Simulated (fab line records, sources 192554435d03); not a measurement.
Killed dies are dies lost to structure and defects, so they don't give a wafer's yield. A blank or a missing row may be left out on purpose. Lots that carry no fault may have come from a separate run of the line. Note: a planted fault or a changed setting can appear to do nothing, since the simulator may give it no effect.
The tool behind it: which one? | flow n5Finfet | 12 lots with 34 wafers sampled at 3 steps, on a route of 1938 steps

== WHAT EACH GAUGE READ, for each wafer ==
N5_BEOL_M5_THK_MEAS_53: measures by xrf.
lot  | measured     | on           | M5_THK (nm)
L640 | day 9 02:04  | filmMetro-01 | 59.8 60.3 62.7
L641 | day 9 04:53  | filmMetro-02 | 62.7 62.6 66.3
L647 | day 10 10:33 | filmMetro-02 | 63.5 61.2 60.9
L648 | day 11 04:10 | filmMetro-01 | 64.0 65.2 63.7
L651 | day 11 09:50 | filmMetro-01 | 60.6 63.8
L653 | day 12 04:22 | filmMetro-02 | 63.3 62.2 60.7
L652 | day 12 06:14 | filmMetro-01 | 65.3 63.1 62.4
L656 | day 12 22:50 | filmMetro-01 | 63.0 61.5 62.3
L658 | day 13 05:51 | filmMetro-02 | 61.1 62.0
L657 | day 13 09:25 | filmMetro-01 | 60.8 66.2 63.0
L660 | day 13 12:49 | filmMetro-01 | 58.5 61.3 62.4
L661 | day 14 08:04 | filmMetro-02 | 58.9 65.3 61.7

N5_BEOL_M6_CD_MEAS_11 targets a cd of 38.5 nm.
lot  | measured     | on       | cdNm (nm)
L640 | day 9 04:49  | cdSem-01 | 38.8 39.1 38.5
L641 | day 9 08:29  | cdSem-03 | 38.6 38.9 38.8
L647 | day 10 13:31 | cdSem-02 | 37.5 37.5 36.4
L648 | day 11 07:50 | cdSem-03 | 37.7 36.7 37.8
L651 | day 11 12:43 | cdSem-02 | 39.1 39.6
L653 | day 12 06:40 | cdSem-02 | 38.1 39.1 38.7
L652 | day 12 09:30 | cdSem-02 | 39.0 38.4 38.3
L656 | day 13 03:05 | cdSem-03 | 38.1 39.3 38.5
L658 | day 13 09:44 | cdSem-01 | 38.1 37.7
L657 | day 13 11:06 | cdSem-02 | 39.7 39.1 38.9
L660 | day 13 14:49 | cdSem-02 | 39.0 38.7 38.4
L661 | day 14 11:31 | cdSem-02 | 38.5 38.7 38.2

== WHICH TOOL RAN EACH LOT (tool, then ch and the chambers of the sampled wafers, then the start) ==
lot  | N5_BEOL_M5_CO_CAP_78
L640 | cvdCo-02 ch 0,2, day 9 02:09
L641 | cvdCo-02 ch 0,1, day 9 04:58
L647 | cvdCo-01 ch 0,1,2, day 10 10:44
L648 | cvdCo-01 ch 0,1,2, day 11 04:14
L651 | cvdCo-02 ch 1,2, day 11 09:59
L653 | cvdCo-01 ch 0,1, day 12 04:26
L652 | cvdCo-01 ch 0,2, day 12 06:19
L656 | cvdCo-01 ch 1,2, day 12 22:54
L658 | cvdCo-02 ch 0,1, day 13 05:55
L657 | cvdCo-01 ch 1,2, day 13 09:29
L660 | cvdCo-01 ch 0,1,2, day 13 12:53
L661 | cvdCo-02 ch 0,1,2, day 14 08:17
- N5_BEOL_M5_CO_CAP_78: material Co, precursor CCTBA/H2, target thk 2 nm, time 102.1 s.

== AS READ BY THE TOOLS THEMSELVES (means over the sampled wafers that have a number; for cases with no such wafer, the mark the record gives instead) ==
N5_BEOL_M5_CO_CAP_78.
lot  | tool     | heaterPowerW (W)
L640 | cvdCo-02 | 240
L641 | cvdCo-02 | 235
L647 | cvdCo-01 | 232
L648 | cvdCo-01 | 226
L651 | cvdCo-02 | 236
L653 | cvdCo-01 | 232
L652 | cvdCo-01 | 230
L656 | cvdCo-01 | 235
L658 | cvdCo-02 | 236
L657 | cvdCo-01 | 240
L660 | cvdCo-01 | 232
L661 | cvdCo-02 | 236

== THE ANSWER, worked out from the rows above alone ==
Rule: the usual values come from the lots themselves. Put in order of their means at a reading, lots are off if they are a third of the lots or fewer, leave a main group of 4 or more, and stand apart from it by a gap of 3 or more times the standard deviation of the main group's means; of several such gaps the widest counts. The tables above print the reading to a certain number of digits; a main group whose means all agree to those digits is not used. A lot without any number at a reading at which 4 lots or more have one is off too. All remaining lots with rows at the step are treated as sound. First the gauges in route order, then the tools' own readings, where a lot's mean is used as printed above. At the first step where some lot is off, the reading lying furthest off is the one used; lots without a number count as furthest.
None of the lots is off at any reading shown; this tells nothing.

== WHAT THE SIMULATOR PUT IN ==
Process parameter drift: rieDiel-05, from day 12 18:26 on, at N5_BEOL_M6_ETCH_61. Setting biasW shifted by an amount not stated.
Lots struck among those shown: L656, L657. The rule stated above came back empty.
